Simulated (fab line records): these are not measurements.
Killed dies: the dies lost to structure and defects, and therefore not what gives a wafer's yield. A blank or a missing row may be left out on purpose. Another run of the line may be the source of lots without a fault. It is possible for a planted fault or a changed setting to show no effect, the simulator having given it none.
A lot that was struck, set against a sound lot	flow n5Finfet	16 steps out of a route of 1938
Sound: the wafers L819.1, L819.3, L819.4. Wafers struck: L826.2, L826.5, L826.6. At the end, the cause is stated.
Per side, at each step with rows, come the tool, then ch with its chambers, and then its first start. Under that, the readings that differ: sound wafers	struck wafers	difference of the means	sigmas: that difference in standard deviations of wafers without a fault.
alike: same words and numbers on both sides, and readings whose means sit less than 2 such deviations apart. not compared: any withheld reading, any reading some wafer has no value for, any bound like >300 that may hide the same value, and any number with overlapping values for which the record gives no deviation.
The two part at a step that has a row with sigmas, a row that says differs or no value, or rows on one side only. When numbers do not overlap yet have no deviation, they are printed without sigmas and do not part them. A reading missing from all wafers of one side parts the sides only when that side holds two or more wafers.

first, 6 steps without rows for these wafers: N5_BEOL_M1_COAT_05 (resist thk 30 nm); N5_BEOL_M1_EBR_07; N5_BEOL_M1_SOFTBAKE_06 (time 60 s); N5_BEOL_M1_EXPOSE_08 (exposes mask M1); N5_BEOL_M1_PEB_09 (peb time 60 s); N5_BEOL_M1_DEVELOP_10 (develop time 30 s).
N5_BEOL_M1_CD_MEAS_11 targets a cd of 17.05 nm.
  sound on cdSem-01 ch 0, day 8 08:08; struck on cdSem-02 ch 0, day 10 03:31
  alike: cdNm
N5_BEOL_M1_OVL_MEAS_12:
  sound on overlay-02 ch 0, day 8 08:10; struck on overlay-02 ch 0, day 10 03:33
  alike: M1_OVL
N5_BEOL_M1_INSPECT_13: inspects for defects (brightfield).
  sound on defectInspect-01 at day 8 08:13; struck on defectInspect-01 at day 10 03:37
  alike: rawDefectCount
N5_BEOL_M1_DESCUM_16: chemistry O2, time 7 s.
  sound on rieDiel-03 ch 0,2,3, day 8 08:23; struck on rieDiel-03 ch 0,1,2, day 10 03:39
  alike: drypumpMotorCurrentA, oesProductAu, rfVppV, showerheadPlenumPTorr, throttleValvePct
  not compared: rfHoursCounterH
N5_BEOL_M1_ETCH_74: etches underlayer in N2/H2, target depth 6.5 nm, time 5.2 s.
  sound on rieDiel-03 ch 0,2,3, day 8 08:26; struck on rieDiel-03 ch 0,1,2, day 10 03:41
  alike: biasW, drypumpMotorCurrentA, etchRfOnTimeS, oesProductAu, rfVppV, showerheadPlenumPTorr, throttleValvePct
  not compared: rfHoursCounterH
N5_BEOL_M1_ETCH_63: etches SiARC in CF4, target depth 15.6 nm, time 26 s.
  sound on rieDiel-03 ch 0,2,3, day 8 08:27; struck on rieDiel-03 ch 0,1,2, day 10 03:42
  alike: biasW, drypumpMotorCurrentA, etchRfOnTimeS, oesProductAu, rfVppV, showerheadPlenumPTorr, throttleValvePct
  not compared: rfHoursCounterH
N5_BEOL_M1_ETCH_64: etches SOC in N2/H2, target depth 75 nm, overetch 15 nm, time 112.5 s.
  sound on rieDiel-03 ch 0,2,3, day 8 08:28; struck on rieDiel-03 ch 0,1,2, day 10 03:44
reading	sound	struck	difference	sigmas
biasW (W)	149.8 150.6 149.4	155.5 155.6 156.2	+5.8	+13
rfVppV (V)	524.7 523.0 522.8	537.0 539.9 537.4	+14.6	+6
model.SiARC_of_BEOL_M1_COAT_62.thkNm (nm)	6.8 6.8 6.8	6.6 6.6 6.6	-0.2	
  alike: drypumpMotorCurrentA, oesProductAu, showerheadPlenumPTorr, throttleValvePct
  not compared: rfHoursCounterH
then, 1 step without rows for these wafers: N5_BEOL_M1_STRIP_65 (strips in N2/H2).
N5_BEOL_M4_RC_MEAS_101:
  sound on prober-01 ch 0, day 10 10:53; struck on prober-01 ch 0, day 11 23:26
  alike: DIBL_N, DIBL_P, IOFF_N, IOFF_P, ION_N, ION_P, SS_N, SS_P, VT_N, VT_P
-- record jumps: 5 days separate the struck wafers' starts on either side; left off in module BEOL_M4, taken up again in module PASSIVATION, whose first shown step is the route's number 1936 --
N5_PASSIVATION_PROBE_49:
  sound on prober-02 at day 15 14:35; struck on prober-02 at day 17 08:04
reading	sound	struck	difference	sigmas
killedAtOther	2 0 5	8	+6	+2
  alike: defectLimitedYield, killed_at_M0_to_M3, killed_at_M4_up, killedAtContacts, killedAtFrontEnd, killedDies, killedOpen, killedShort, sort_bin_4_leakage, sort_bin_5_function, sort_bin_6_memory, sortNPass, sortYieldPct

== WHERE THEY PART ==
Earliest at N5_BEOL_M1_ETCH_64; latest, in this record, at N5_PASSIVATION_PROBE_49.

WHY: what had been put in by the simulator
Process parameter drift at N5_BEOL_M1_ETCH_64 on rieDiel-03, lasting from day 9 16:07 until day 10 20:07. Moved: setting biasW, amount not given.
